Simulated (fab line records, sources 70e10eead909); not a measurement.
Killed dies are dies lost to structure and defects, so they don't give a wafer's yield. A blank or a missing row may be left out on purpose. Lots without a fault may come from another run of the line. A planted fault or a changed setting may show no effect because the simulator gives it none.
Chamber matching | flow nand_harc | NHARC_A_STAIRCASE_DESCUM_168 on rie_diel-13: 4 sister chambers
The step chemistry O2, time 3 s. 8 wafers are shown with their chamber, then 11 later ones without.

WAFERS WITH THEIR CHAMBER
wafer  | chamber | showerhead_plenum_p_Torr (Torr) | drypump_motor_current_A (A)
L078.2 | 3       | 1.87                            | 5.6
L081.1 | 3       | 1.87                            | 5.6
L081.3 | 2       | 1.99                            | 5.6
L081.5 | 0       | 1.82                            | 5.5
L090.2 | 2       | 1.98                            | 5.7
L090.4 | 0       | 1.82                            | 5.5
L090.5 | 1       | 1.87                            | 5.2
L090.1 | 1       | 1.87                            | 5.2

WAFERS WITHOUT THEIR CHAMBER
wafer  | showerhead_plenum_p_Torr (Torr) | drypump_motor_current_A (A)
L090.3 | 1.86                            | 5.6
L090.6 | 1.82                            | 5.5
L095.2 | 1.87                            | 5.2
L095.4 | 1.86                            | 5.6
L095.6 | 1.87                            | 5.2
L095.1 | 1.82                            | 5.4
L095.3 | 1.98                            | 5.6
L095.5 | 1.98                            | 5.6
L097.2 | 1.81                            | 5.4
L097.4 | 1.97                            | 5.7
L097.6 | 1.97                            | 5.7

WHICH CHAMBER EACH WENT THROUGH
wafer  | from the rows above | in truth
L090.3 | 3                   | 3
L090.6 | 0                   | 0
L095.2 | 1                   | 1
L095.4 | 3                   | 3
L095.6 | 1                   | 1
L095.1 | 0                   | 0
L095.3 | 2                   | 2
L095.5 | 2                   | 2
L097.2 | 0                   | 0
L097.4 | 2                   | 2
L097.6 | 2                   | 2
Placed correctly: 11 of 11. Can't be placed from these rows: 0. Placed wrongly: 0.
How it was worked out, from the rows above alone: a wafer's distance from a chamber is the root of the sum, over the readings, of the square of ((its reading less the chamber's mean) divided by the reading's scatter). The wafer belongs to the nearest chamber; if the next one is less than 2 further off, it can't be placed. A chamber's mean is the mean of its shown wafers. The scatter: the root of (the sum of the squares of (reading less its chamber's mean) over the shown wafers, divided by (wafers less chambers)).
